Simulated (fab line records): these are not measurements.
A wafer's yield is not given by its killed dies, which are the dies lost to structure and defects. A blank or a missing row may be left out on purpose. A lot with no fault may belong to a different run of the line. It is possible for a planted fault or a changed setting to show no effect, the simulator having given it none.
fab line records	flow n5Finfet
record: lots: 24	wafers: 72	lastDay: 18
route steps=1938 shown BEOL_M3@949
lots that met no fault: taken from a fault-free run of the same line
startH: start of the lot's first displayed wafer, in hours after the record's first day	waitH: time in hours since the lot's previous step	" identical to the entry in the row above	L1.1+2: several wafers, shown together as one row	- no value present, or no start provided	* or withheld: withheld	< > ~ a bound
route shown NAME@n: names a module that has steps shown in the file, with the first one's number in the route	usual: mean/standard deviation of fault-free wafers	same: alike in all rows	chamber/n: place in a boat	sites: per-site readings	_std_site: standard deviation of those values	_edge_site: the outer-site mean with the inner-site mean subtracted	radiusMm: for every site, how far away it sits from the centre of the wafer	mask NAME#n: copy n	behind: the tool/chamber that last shaped the wafer	hold: the reason the lot was held/the length of the hold in hours/how it ended	device: the transistor (n, p or np) that didn't switch	end of line: tests run on the same wafers once the route is complete	a step without rows: its recipe alone	killed: dies that structure and defects cost at the first sort, which is not the same as the wafer's yield	map: shows each die of a wafer: x if killed, . if not, _ if none is there
set.NAME: setting as actually run; set.NAME@STEP: the setting as run at that earlier step	model.NAME: the simulator's own value behind a step, which no gauge read
a sample of lots followed through the steps of the route, with each step as a table and each wafer as a row
services: when a tool's chamber went out of use (startH, in hours from the record's first day, below 0 if earlier), for how many hours, and the reason
== steps ==
step: N5_BEOL_M3_ETCH_63
recipe: chemistry: CF4	target: SiARC	targetDepthA: 156	maskMaterial: CAR-EUV	timeS: 26	ionEnergyEv: 80	pressureMtorr: 40	sourceW: 545	biasW: 36	Ar_flow_sccm: 100	cf4FlowSccm: 100	ends: cleared
usual: drypumpMotorCurrentA: 5.5/0.42	etchRfOnTimeS: 26.2/0.52	oesProductAu: 0.66/0.067	rfVppV: 183.7/1.2	showerheadPlenumPTorr: 2.11/0.072	throttleValvePct: 15.69/0.25
lot.wafer	tool	chamber	startH	waitH	drypumpMotorCurrentA	etchRfOnTimeS	oesProductAu	rfHoursCounterH	rfVppV	showerheadPlenumPTorr	throttleValvePct
L074.3	rieDiel-03	0	136.76	0.0	5.6	26.6	0.64	130	182.2	1.98	15.64
L074.4	"	3	"	"	5.7	26.8	0.64	138	186.1	2.06	15.98
L074.5	"	2	"	"	5.2	26.2	0.63	-	185.6	2.23	15.83
L075.2	rieDiel-06	1	152.21	0.0	5.8	25.1	0.67	151	183.3	2.07	15.92
L075.5	"	1	"	"	5.8	25.1	0.68	-	183.4	2.07	15.90
L075.6	"	0	"	"	6.4	26.2	0.68	-	183.3	2.15	15.28
L076.4	rieDiel-06	0	155.59	0.0	6.4	26.9	0.67	75	184.7	2.15	15.30
L076.5	"	0	"	"	6.4	26.8	0.67	-	185.6	2.15	15.28
L076.6	"	3	"	"	5.0	26.0	0.83	-	184.0	2.18	15.20
L077.2	rieDiel-03	2	158.13	0.0	5.1	26.6	0.62	166	186.2	2.23	15.85
L077.3	"	3	"	"	5.7	26.5	0.65	144	182.8	2.06	16.00
L077.4	"	1	"	"	5.6	26.3	0.62	180	184.7	2.12	15.50
L078.2	rieDiel-03	1	162.86	0.0	5.6	26.1	0.62	183	183.9	2.12	15.51
L078.4	"	3	"	"	5.7	26.5	0.65	-	181.2	2.06	16.00
L078.6	"	1	"	"	5.6	26.2	0.63	-	183.3	2.12	15.50
L079.4	rieDiel-04	3	164.66	0.0	4.9	25.2	0.62	-	184.2	2.13	15.81
L079.5	"	2	"	"	4.8	26.2	0.77	-	184.8	2.10	15.33
L079.6	"	0	"	"	6.0	25.8	0.69	-	182.5	2.07	15.65
L080.2	rieDiel-03	2	181.71	0.0	5.2	26.3	0.62	174	185.3	2.23	15.86
L080.5	"	3	"	"	5.7	26.5	0.64	-	183.7	2.06	16.01
L080.6	"	1	"	"	5.6	26.2	0.61	-	182.9	2.11	15.52
L081.2	rieDiel-04	2	190.16	0.0	4.8	26.4	0.75	35	184.5	2.09	15.35
L081.3	"	0	"	"	6.0	26.1	0.68	127	183.3	2.06	15.66
L081.5	"	1	"	"	5.5	25.0	0.85	-	184.1	2.19	15.79
L082.2	rieDiel-03	0	209.71	0.0	5.7	27.0	0.63	141	182.3	1.98	15.66
L082.4	"	3	"	"	5.7	26.6	0.64	164	183.8	2.05	16.04
L082.5	"	0	"	"	5.7	27.2	0.63	-	181.8	1.98	15.66
L083.2	rieDiel-03	2	209.94	0.0	5.1	26.3	0.61	185	184.6	2.22	15.88
L083.3	"	0	"	"	5.7	26.5	0.63	141	181.0	1.98	15.66
L083.6	"	0	"	"	5.7	26.3	0.64	-	181.4	1.98	15.66
L084.1	rieDiel-03	3	224.70	0.0	5.7	26.4	0.63	168	183.8	2.05	16.04
L084.5	"	0	"	"	5.7	26.8	0.64	-	182.6	1.98	15.68
L084.6	"	3	"	"	5.7	26.2	0.64	-	182.2	2.05	16.06
L085.3	rieDiel-06	3	226.14	0.0	5.0	25.9	0.79	23	185.2	2.17	15.24
L085.4	"	0	"	"	6.4	26.4	0.66	93	183.4	2.15	15.34
L085.5	"	2	"	"	5.7	26.4	0.59	-	185.7	2.13	15.74
L086.2	rieDiel-04	3	226.34	0.0	4.9	25.6	0.60	209	184.3	2.13	15.87
L086.3	"	0	"	"	6.0	25.9	0.67	138	182.6	2.06	15.69
L086.5	"	2	"	"	4.8	26.1	0.74	-	182.7	2.09	15.36
L087.3	rieDiel-04	3	228.69	0.0	4.9	25.0	0.61	210	183.3	2.13	15.85
L087.5	"	2	"	"	4.8	25.8	0.74	-	183.9	2.09	15.36
L087.6	"	3	"	"	4.9	24.8	0.62	-	184.0	2.13	15.86
L088.1	rieDiel-03	0	232.32	0.0	5.7	26.7	0.63	149	183.0	1.98	15.66
L088.2	"	1	"	"	5.6	26.2	0.60	207	183.5	2.11	15.55
L088.3	"	2	"	"	5.1	26.0	0.61	192	183.0	2.22	15.89
L089.1	rieDiel-06	1	240.31	0.0	5.8	25.5	0.66	173	184.4	2.06	15.94
L089.3	"	2	"	"	5.6	26.8	0.58	218	184.6	2.13	15.75
L089.6	"	3	"	"	5.0	26.1	0.78	-	184.8	2.17	15.26
L091.1	rieDiel-03	2	249.16	0.0	5.1	26.5	0.61	197	184.4	2.22	15.91
L091.3	"	3	"	"	5.7	26.4	0.62	176	183.9	2.05	16.06
L091.4	"	0	"	"	5.7	26.9	0.62	154	181.7	1.98	15.69
L090.2	rieDiel-06	2	250.97	0.0	5.7	27.0	0.58	221	183.0	2.12	15.75
L090.3	"	3	"	"	5.1	26.4	0.76	30	184.1	2.17	15.27
L090.6	"	0	"	"	6.4	27.0	0.66	-	183.9	2.15	15.34
L092.1	rieDiel-06	2	262.89	0.0	5.6	26.8	0.58	224	182.8	2.12	15.76
L092.3	"	3	"	"	5.0	26.1	0.76	33	184.0	2.17	15.26
L092.6	"	1	"	"	5.8	25.4	0.65	-	183.0	2.06	15.94
L093.1	rieDiel-04	1	268.22	0.0	5.5	25.7	0.79	29	184.4	2.19	15.83
L093.3	"	0	"	"	6.1	26.1	0.65	150	183.4	2.06	15.72
L093.6	"	2	"	"	4.8	26.4	0.73	-	182.9	2.09	15.38
L094.2	rieDiel-03	0	273.02	0.0	5.7	26.9	0.62	162	181.8	1.97	15.73
L094.3	"	1	"	"	5.5	26.1	0.60	220	185.1	2.10	15.58
L094.6	"	1	"	"	5.5	26.1	0.60	-	183.7	2.10	15.59
L095.1	rieDiel-04	2	275.41	0.0	4.8	26.1	0.72	63	183.8	2.09	15.41
L095.2	"	0	"	"	6.0	25.8	0.67	153	184.3	2.05	15.71
L095.5	"	1	"	"	5.5	25.2	0.78	-	183.0	2.18	15.82
L096.1	rieDiel-03	3	275.90	0.0	5.7	26.6	0.62	184	183.1	2.05	16.07
L096.3	"	1	"	"	5.6	26.0	0.60	221	184.1	2.10	15.58
L096.4	"	2	"	"	5.2	26.3	0.60	205	185.2	2.22	15.92
L097.1	rieDiel-03	1	292.79	0.0	5.6	26.0	0.60	228	183.4	2.10	15.59
L097.2	"	3	"	"	5.7	26.4	0.61	191	183.0	2.05	16.08
L097.5	"	3	"	"	5.7	26.5	0.61	-	181.9	2.05	16.08
step: N5_BEOL_M3_ETCH_64
recipe: chemistry: N2/H2	target: SOC	targetDepthA: 750	overetchA: 150	maskMaterial: SiARC	tempC: 40	timeS: 112.5	ionEnergyEv: 200	pressureMtorr: 30	sourceW: 840	biasW: 150	n2FlowSccm: 200	h2FlowSccm: 200
usual: drypumpMotorCurrentA: 5.5/0.41	h2FlowSccm: 200.0/0.68	oesProductAu: 0.61/0.059	rfVppV: 522.8/2.7	showerheadPlenumPTorr: 2.51/0.086	throttleValvePct: 17.93/0.22
lot.wafer	tool	chamber	startH	waitH	drypumpMotorCurrentA	h2FlowSccm	oesProductAu	rfHoursCounterH	rfVppV	showerheadPlenumPTorr	throttleValvePct
L074.3	rieDiel-03	0	136.79	0.0	5.7	200.8	0.60	130	519.2	2.36	18.00
L074.4	"	3	"	"	5.7	199.5	0.61	138	520.6	2.45	18.10
L074.5	"	2	"	"	5.2	200.2	0.59	-	526.1	2.65	18.02
L075.2	rieDiel-06	1	152.24	0.0	5.8	197.8	0.61	151	521.6	2.45	18.17
L075.5	"	1	"	"	5.8	199.4	0.61	-	520.7	2.45	18.16
L075.6	"	0	"	"	6.4	200.6	0.64	-	525.8	2.57	17.62
L076.4	rieDiel-06	0	155.62	0.0	6.4	199.4	0.64	75	524.4	2.57	17.61
L076.5	"	0	"	"	6.4	200.6	0.64	-	524.3	2.57	17.63
L076.6	"	3	"	"	5.0	201.4	0.78	-	526.2	2.61	17.44
L077.2	rieDiel-03	2	158.16	0.0	5.2	200.1	0.58	166	527.6	2.65	18.03
L077.3	"	3	"	"	5.7	199.1	0.60	144	520.8	2.44	18.12
L077.4	"	1	"	"	5.6	199.5	0.58	180	523.5	2.54	17.85
L078.2	rieDiel-03	1	162.89	0.0	5.6	199.9	0.58	183	523.4	2.54	17.86
L078.4	"	3	"	"	5.7	199.7	0.60	-	520.1	2.44	18.14
L078.6	"	1	"	"	5.6	199.3	0.58	-	523.8	2.54	17.85
L079.4	rieDiel-04	3	164.73	0.1	4.9	200.1	0.57	-	523.2	2.53	17.94
L079.5	"	2	"	"	4.8	200.1	0.72	-	521.6	2.49	17.57
L079.6	"	0	"	"	6.0	200.0	0.64	-	522.2	2.46	17.91
L080.2	rieDiel-03	2	181.73	0.0	5.2	199.9	0.57	174	527.9	2.64	18.05
L080.5	"	3	"	"	5.7	200.1	0.60	-	522.5	2.44	18.12
L080.6	"	1	"	"	5.6	199.3	0.57	-	522.8	2.54	17.86
L081.2	rieDiel-04	2	190.18	0.0	4.8	200.3	0.70	35	522.5	2.49	17.59
L081.3	"	0	"	"	6.0	201.1	0.63	127	522.5	2.46	17.92
L081.5	"	1	"	"	5.5	201.1	0.77	-	524.9	2.59	18.07
L082.2	rieDiel-03	0	209.74	0.0	5.7	199.6	0.60	141	517.1	2.35	18.04
L082.4	"	3	"	"	5.7	200.1	0.60	164	522.7	2.43	18.14
L082.5	"	0	"	"	5.7	200.6	0.59	-	517.3	2.35	18.02
L083.2	rieDiel-03	2	209.97	0.0	5.2	199.7	0.57	185	526.5	2.64	18.06
L083.3	"	0	"	"	5.7	199.4	0.60	141	518.6	2.35	18.02
L083.6	"	0	"	"	5.7	199.1	0.60	-	517.4	2.35	18.03
L084.1	rieDiel-03	3	224.73	0.0	5.8	200.2	0.59	168	521.4	2.43	18.15
L084.5	"	0	"	"	5.7	200.6	0.59	-	517.1	2.35	18.04
L084.6	"	3	"	"	5.7	200.5	0.59	-	519.1	2.43	18.16
L085.3	rieDiel-06	3	226.17	0.0	5.0	199.2	0.73	23	523.8	2.60	17.47
L085.4	"	0	"	"	6.4	200.2	0.62	93	524.3	2.57	17.65
L085.5	"	2	"	"	5.7	201.3	0.55	-	523.0	2.50	17.77
L086.2	rieDiel-04	3	226.37	0.0	4.9	199.1	0.56	209	522.5	2.52	17.96
L086.3	"	0	"	"	6.0	201.0	0.62	138	520.0	2.46	17.94
L086.5	"	2	"	"	4.8	200.3	0.68	-	522.6	2.49	17.62
L087.3	rieDiel-04	3	228.72	0.0	4.9	200.7	0.56	210	524.0	2.52	17.97
L087.5	"	2	"	"	4.9	200.5	0.69	-	523.4	2.49	17.62
L087.6	"	3	"	"	4.9	199.7	0.55	-	523.6	2.52	17.96
L088.1	rieDiel-03	0	232.35	0.0	5.7	199.6	0.59	149	518.9	2.35	18.05
L088.2	"	1	"	"	5.6	199.7	0.56	207	523.6	2.53	17.90
L088.3	"	2	"	"	5.2	200.2	0.56	192	526.2	2.64	18.08
L089.1	rieDiel-06	1	240.34	0.0	5.8	199.8	0.60	173	520.5	2.44	18.19
L089.3	"	2	"	"	5.7	201.0	0.54	218	522.8	2.50	17.76
L089.6	"	3	"	"	5.0	199.7	0.72	-	526.8	2.60	17.49
L091.1	rieDiel-03	2	249.19	0.0	5.2	200.1	0.57	197	526.5	2.63	18.10
L091.3	"	3	"	"	5.7	199.0	0.59	176	522.0	2.43	18.17
L091.4	"	0	"	"	5.7	200.3	0.59	155	516.6	2.35	18.05
L090.2	rieDiel-06	2	251.00	0.0	5.6	200.4	0.55	221	521.5	2.49	17.79
L090.3	"	3	"	"	5.0	199.5	0.72	30	526.7	2.60	17.50
L090.6	"	0	"	"	6.4	199.7	0.61	-	523.5	2.56	17.64
L092.1	rieDiel-06	2	262.92	0.0	5.7	200.2	0.54	224	525.3	2.49	17.78
L092.3	"	3	"	"	5.0	200.0	0.71	33	525.1	2.59	17.49
L092.6	"	1	"	"	5.8	200.3	0.59	-	520.1	2.44	18.20
L093.1	rieDiel-04	1	268.25	0.0	5.5	201.4	0.72	29	526.0	2.58	18.09
L093.3	"	0	"	"	6.0	199.6	0.62	150	523.2	2.45	17.98
L093.6	"	2	"	"	4.9	199.5	0.67	-	522.5	2.48	17.64
L094.2	rieDiel-03	0	273.05	0.0	5.7	199.8	0.59	163	517.6	2.34	18.08
L094.3	"	1	"	"	5.6	200.2	0.55	220	524.1	2.52	17.91
L094.6	"	1	"	"	5.6	200.6	0.56	-	523.1	2.52	17.90
L095.1	rieDiel-04	2	275.44	0.0	4.8	200.5	0.66	63	521.4	2.48	17.62
L095.2	"	0	"	"	6.0	199.6	0.62	153	521.5	2.45	17.96
L095.5	"	1	"	"	5.5	199.9	0.72	-	524.8	2.58	18.10
L096.1	rieDiel-03	3	275.93	0.0	5.7	199.4	0.58	184	521.2	2.43	18.20
L096.3	"	1	"	"	5.5	201.2	0.56	221	522.3	2.52	17.91
L096.4	"	2	"	"	5.1	199.6	0.56	205	525.5	2.63	18.09
L097.1	rieDiel-03	1	292.82	0.0	5.6	200.2	0.55	228	523.4	2.52	17.92
L097.2	"	3	"	"	5.7	198.2	0.58	191	521.0	2.42	18.21
L097.5	"	3	"	"	5.7	198.9	0.57	-	520.2	2.42	18.20
step: N5_BEOL_M3_CD_MEAS_18
recipe: pitchNm: 36	targetCdNm: 18
usual: cdNm: 18.1/0.35
lot.wafer	tool	chamber	startH	waitH	cdNm
L074.3	cdSem-01	-	137.14	0.1	17.9
L074.4	"	-	"	"	18.1
L074.5	"	-	"	"	17.9
L075.2	cdSem-02	-	152.59	0.1	17.9
L075.5	"	-	"	"	18.2
L075.6	"	-	"	"	18.6
L076.4	cdSem-02	-	155.97	0.1	18.6
L076.5	"	-	"	"	18.3
L076.6	"	-	"	"	18.1
L077.2	cdSem-03	-	158.56	0.1	18.0
L077.3	"	-	"	"	18.6
L077.4	"	-	"	"	17.8
L078.2	cdSem-03	-	163.24	0.1	17.7
L078.4	"	-	"	"	17.8
L078.6	"	-	"	"	17.8
L079.4	cdSem-02	-	165.03	0.1	18.3
L079.5	"	-	"	"	18.4
L079.6	"	-	"	"	18.2
L080.2	cdSem-01	-	182.09	0.1	17.9
L080.5	"	-	"	"	18.0
L080.6	"	-	"	"	17.3
L081.2	cdSem-02	-	190.54	0.1	18.3
L081.3	"	-	"	"	18.0
L081.5	"	-	"	"	18.2
L082.2	cdSem-03	-	210.10	0.1	18.0
L082.4	"	-	"	"	18.0
L082.5	"	-	"	"	18.0
L083.2	cdSem-01	-	210.32	0.1	18.7
L083.3	"	-	"	"	18.1
L083.6	"	-	"	"	18.4
L084.1	cdSem-03	-	225.40	0.0	18.0
L084.5	"	-	"	"	18.2
L084.6	"	-	"	"	17.9
L085.3	cdSem-02	-	226.52	0.1	17.7
L085.4	"	-	"	"	18.9
L085.5	"	-	"	"	18.1
L086.2	cdSem-03	-	226.72	0.1	17.7
L086.3	"	-	"	"	18.2
L086.5	"	-	"	"	18.3
L087.3	cdSem-03	-	229.14	0.1	18.4
L087.5	"	-	"	"	18.5
L087.6	"	-	"	"	17.9
L088.1	cdSem-01	-	232.70	0.0	17.9
L088.2	"	-	"	"	17.7
L088.3	"	-	"	"	18.0
L089.1	cdSem-01	-	240.82	0.0	18.0
L089.3	"	-	"	"	17.7
L089.6	"	-	"	"	17.6
L091.1	cdSem-01	-	249.53	0.0	18.5
L091.3	"	-	"	"	18.3
L091.4	"	-	"	"	18.0
L090.2	cdSem-03	-	251.35	0.1	18.4
L090.3	"	-	"	"	18.1
L090.6	"	-	"	"	18.3
L092.1	cdSem-03	-	263.29	0.0	18.5
L092.3	"	-	"	"	17.6
L092.6	"	-	"	"	18.1
L093.1	cdSem-03	-	268.75	0.0	18.4
L093.3	"	-	"	"	18.5
L093.6	"	-	"	"	18.8
L094.2	cdSem-02	-	273.54	0.1	17.9
L094.3	"	-	"	"	17.5
L094.6	"	-	"	"	17.6
L095.1	cdSem-03	-	275.84	0.0	18.0
L095.2	"	-	"	"	17.5
L095.5	"	-	"	"	18.3
L096.1	cdSem-01	-	276.32	0.0	17.8
L096.3	"	-	"	"	17.9
L096.4	"	-	"	"	18.8
L097.1	cdSem-02	-	293.32	0.0	17.6
L097.2	"	-	"	"	18.1
L097.5	"	-	"	"	18.2
step: N5_BEOL_M3_OCD_MEAS_38
usual: trenchDepthNm: 55.2/0.94
lot.wafer	tool	chamber	startH	waitH	trenchDepthNm
L074.3	ocd-01	-	144.96	-	54.7
L074.4	"	-	"	"	56.3
L074.5	"	-	"	"	57.2
L075.2	ocd-01	-	154.36	-	55.3
L075.5	"	-	"	"	53.7
L075.6	"	-	"	"	54.2
L076.4	ocd-01	-	159.32	-	55.6
L076.5	"	-	"	"	56.3
L076.6	"	-	"	"	56.7
L077.2	ocd-02	-	160.05	-	56.3
L077.3	"	-	"	"	54.5
L077.4	"	-	"	"	54.0
L079.4	ocd-02	-	169.11	-	55.5
L079.5	"	-	"	"	55.9
L079.6	"	-	"	"	56.5
L078.2	ocd-01	-	170.60	-	55.4
L078.4	"	-	"	"	55.6
L078.6	"	-	"	"	56.6
L080.2	ocd-01	-	185.19	-	55.6
L080.5	"	-	"	"	56.9
L080.6	"	-	"	"	58.0
L081.2	ocd-01	-	203.85	-	54.5
L081.3	"	-	"	"	56.3
L081.5	"	-	"	"	54.9
L082.2	ocd-01	-	211.77	-	55.4
L082.4	"	-	"	"	54.0
L082.5	"	-	"	"	54.2
L083.2	ocd-01	-	213.48	-	56.7
L083.3	"	-	"	"	55.9
L083.6	"	-	"	"	56.8
L084.1	ocd-01	-	228.49	-	55.5
L084.5	"	-	"	"	56.1
L084.6	"	-	"	"	55.1
L085.3	ocd-01	-	228.64	-	54.6
L085.4	"	-	"	"	56.3
L085.5	"	-	"	"	55.8
L086.2	ocd-02	-	229.11	-	56.0
L086.3	"	-	"	"	54.6
L086.5	"	-	"	"	55.9
L087.3	ocd-01	-	232.09	-	55.0
L087.5	"	-	"	"	55.4
L087.6	"	-	"	"	54.9
L088.1	ocd-02	-	236.27	-	55.1
L088.2	"	-	"	"	56.5
L088.3	"	-	"	"	54.6
L089.1	ocd-02	-	245.18	-	54.0
L089.3	"	-	"	"	54.9
L089.6	"	-	"	"	56.3
L091.1	ocd-02	-	255.46	-	54.3
L091.3	"	-	"	"	54.5
L091.4	"	-	"	"	55.9
L090.2	ocd-01	-	259.38	-	53.7
L090.3	"	-	"	"	55.2
L090.6	"	-	"	"	53.4
L092.1	ocd-01	-	267.48	-	54.8
L092.3	"	-	"	"	55.5
L092.6	"	-	"	"	55.2
L093.1	ocd-01	-	274.48	-	54.1
L093.3	"	-	"	"	55.3
L093.6	"	-	"	"	54.2
L094.2	ocd-02	-	277.08	-	53.9
L094.3	"	-	"	"	54.2
L094.6	"	-	"	"	53.4
L095.1	ocd-02	-	292.46	-	55.2
L095.2	"	-	"	"	54.5
L095.5	"	-	"	"	54.6
L096.1	ocd-02	-	294.56	-	54.8
L096.3	"	-	"	"	56.4
L096.4	"	-	"	"	54.9
L097.1	ocd-01	-	297.96	-	55.0
L097.2	"	-	"	"	54.5
L097.5	"	-	"	"	54.4
step: N5_BEOL_M3_SPUTTER_79
recipe: material: Cu	targetThkA: 45	tempC: -20	chamberPressurePa: 0.07	powerW: withheld	timeS: 8.29
usual: throttleValvePct: 29.6/1.2
lot.wafer	tool	chamber	startH	waitH	throttleValvePct
L074.3	pvdSputter-01	-	146.67	0.1	29.4
L074.4	"	-	"	"	30.7
L074.5	"	-	"	"	27.9
L075.2	pvdSputter-03	-	155.77	0.1	30.3
L075.5	"	-	"	"	30.4
L075.6	"	-	"	"	28.5
L076.4	pvdSputter-02	-	160.55	0.1	29.7
L076.5	"	-	"	"	30.9
L076.6	"	-	"	"	30.9
L077.2	pvdSputter-01	-	161.04	0.1	30.5
L077.3	"	-	"	"	29.7
L077.4	"	-	"	"	30.9
L079.4	pvdSputter-01	-	170.48	0.0	29.3
L079.5	"	-	"	"	30.6
L079.6	"	-	"	"	30.8
L078.2	pvdSputter-02	-	172.37	0.1	30.7
L078.4	"	-	"	"	29.5
L078.6	"	-	"	"	30.7
L080.2	pvdSputter-03	-	187.60	0.1	27.3
L080.5	"	-	"	"	30.3
L080.6	"	-	"	"	27.5
L081.2	pvdSputter-01	-	205.32	0.1	29.1
L081.3	"	-	"	"	30.8
L081.5	"	-	"	"	30.7
L082.2	pvdSputter-03	-	213.57	0.1	30.5
L082.4	"	-	"	"	28.6
L082.5	"	-	"	"	30.3
L083.2	pvdSputter-01	-	215.22	0.1	29.4
L083.3	"	-	"	"	30.5
L083.6	"	-	"	"	28.2
L084.1	pvdSputter-03	-	229.74	0.1	30.4
L084.5	"	-	"	"	28.7
L084.6	"	-	"	"	29.9
L085.3	pvdSputter-02	-	229.93	0.1	30.4
L085.4	"	-	"	"	30.8
L085.5	"	-	"	"	29.6
L086.2	pvdSputter-03	-	231.58	0.1	29.0
L086.3	"	-	"	"	30.5
L086.5	"	-	"	"	27.0
L087.3	pvdSputter-03	-	233.80	0.1	29.0
L087.5	"	-	"	"	30.2
L087.6	"	-	"	"	27.2
L088.1	pvdSputter-01	-	237.73	0.1	29.4
L088.2	"	-	"	"	30.5
L088.3	"	-	"	"	30.6
L089.1	pvdSputter-01	-	246.41	0.1	30.5
L089.3	"	-	"	"	28.2
L089.6	"	-	"	"	29.2
L091.1	pvdSputter-03	-	257.16	0.1	30.3
L091.3	"	-	"	"	28.8
L091.4	"	-	"	"	30.0
L090.2	pvdSputter-01	-	260.59	0.1	30.6
L090.3	"	-	"	"	30.7
L090.6	"	-	"	"	27.9
L092.1	pvdSputter-01	-	268.75	0.1	30.7
L092.3	"	-	"	"	30.3
L092.6	"	-	"	"	30.8
L093.1	pvdSputter-02	-	275.55	0.1	30.7
L093.3	"	-	"	"	31.1
L093.6	"	-	"	"	31.1
L094.2	pvdSputter-03	-	279.29	0.1	28.9
L094.3	"	-	"	"	27.4
L094.6	"	-	"	"	27.2
L095.1	pvdSputter-02	-	293.89	0.1	29.9
L095.2	"	-	"	"	30.9
L095.5	"	-	"	"	29.9
L096.1	pvdSputter-03	-	295.76	0.1	27.3
L096.3	"	-	"	"	30.1
L096.4	"	-	"	"	28.8
L097.1	pvdSputter-03	-	299.34	0.1	27.2
L097.2	"	-	"	"	28.9
L097.5	"	-	"	"	28.7
step: N5_BEOL_M3_SPUTTER_81
recipe: material: Cu	targetThkA: 45	tempC: -20	chamberPressurePa: 0.07	powerW: withheld	timeS: 8.29
usual: throttleValvePct: 29.6/1.2
lot.wafer	tool	chamber	startH	waitH	throttleValvePct
L074.3	pvdSputter-01	-	146.89	0.1	29.6
L074.4	"	-	"	"	30.4
L074.5	"	-	"	"	28.3
L075.2	pvdSputter-03	-	155.99	0.1	30.5
L075.5	"	-	"	"	30.1
L075.6	"	-	"	"	28.8
L076.4	pvdSputter-02	-	160.77	0.1	29.8
L076.5	"	-	"	"	31.1
L076.6	"	-	"	"	30.8
L077.2	pvdSputter-01	-	161.26	0.1	30.6
L077.3	"	-	"	"	29.2
L077.4	"	-	"	"	30.5
L079.4	pvdSputter-01	-	170.70	0.0	29.0
L079.5	"	-	"	"	30.7
L079.6	"	-	"	"	30.7
L078.2	pvdSputter-02	-	172.59	0.1	30.6
L078.4	"	-	"	"	29.9
L078.6	"	-	"	"	30.8
L080.2	pvdSputter-03	-	187.82	0.1	27.4
L080.5	"	-	"	"	30.1
L080.6	"	-	"	"	27.3
L081.2	pvdSputter-01	-	205.54	0.1	29.3
L081.3	"	-	"	"	30.6
L081.5	"	-	"	"	30.7
L082.2	pvdSputter-03	-	213.81	0.1	30.4
L082.4	"	-	"	"	28.6
L082.5	"	-	"	"	30.1
L083.2	pvdSputter-01	-	215.44	0.1	29.5
L083.3	"	-	"	"	30.5
L083.6	"	-	"	"	28.3
L084.1	pvdSputter-03	-	229.96	0.1	30.3
L084.5	"	-	"	"	28.8
L084.6	"	-	"	"	30.3
L085.3	pvdSputter-02	-	230.15	0.1	30.6
L085.4	"	-	"	"	31.1
L085.5	"	-	"	"	29.9
L086.2	pvdSputter-03	-	231.80	0.1	28.8
L086.3	"	-	"	"	30.3
L086.5	"	-	"	"	27.1
L087.3	pvdSputter-03	-	234.02	0.1	28.8
L087.5	"	-	"	"	30.0
L087.6	"	-	"	"	27.2
L088.1	pvdSputter-01	-	237.95	0.1	29.6
L088.2	"	-	"	"	30.5
L088.3	"	-	"	"	30.5
L089.1	pvdSputter-01	-	246.63	0.1	30.8
L089.3	"	-	"	"	28.1
L089.6	"	-	"	"	29.2
L091.1	pvdSputter-03	-	257.38	0.1	30.2
L091.3	"	-	"	"	28.9
L091.4	"	-	"	"	30.4
L090.2	pvdSputter-01	-	260.81	0.1	30.6
L090.3	"	-	"	"	30.6
L090.6	"	-	"	"	28.3
L092.1	pvdSputter-01	-	268.97	0.1	30.4
L092.3	"	-	"	"	30.8
L092.6	"	-	"	"	30.7
L093.1	pvdSputter-02	-	275.77	0.1	30.8
L093.3	"	-	"	"	30.7
L093.6	"	-	"	"	31.0
L094.2	pvdSputter-03	-	279.51	0.1	28.5
L094.3	"	-	"	"	27.2
L094.6	"	-	"	"	27.4
L095.1	pvdSputter-02	-	294.11	0.1	29.6
L095.2	"	-	"	"	31.0
L095.5	"	-	"	"	29.7
L096.1	pvdSputter-03	-	295.98	0.1	27.2
L096.3	"	-	"	"	30.1
L096.4	"	-	"	"	28.8
L097.1	pvdSputter-03	-	299.56	0.1	27.2
L097.2	"	-	"	"	28.8
L097.5	"	-	"	"	28.8
== services ==
tool	chamber	startH	hours	kind
pvdSputter-03	-	118.41	4.7	repair
pvdSputter-01	-	119.28	0.6	repair
rieDiel-06	3	124.83	-	clean
rieDiel-06	3	124.83	-	consumableReplace:focusRing
rieDiel-06	3	124.83	16.8	scheduledDown
rieDiel-06	3	124.83	16.8	ventCycle
rieDiel-04	3	133.22	25.4	repair
rieDiel-04	-	156.34	0.4	repair
rieDiel-04	1	158.58	-	clean
rieDiel-04	1	158.58	-	consumableReplace:focusRing
rieDiel-04	1	158.58	11.0	scheduledDown
rieDiel-04	1	158.58	11.0	ventCycle
rieDiel-03	0	159.43	22.4	repair
rieDiel-06	-	162.87	1.0	repair
rieDiel-06	1	168.49	4.1	repair
rieDiel-03	0	188.15	20.7	repair
rieDiel-06	3	270.89	5.3	repair
rieDiel-06	2	275.62	3.6	repair
== key ==
fault none
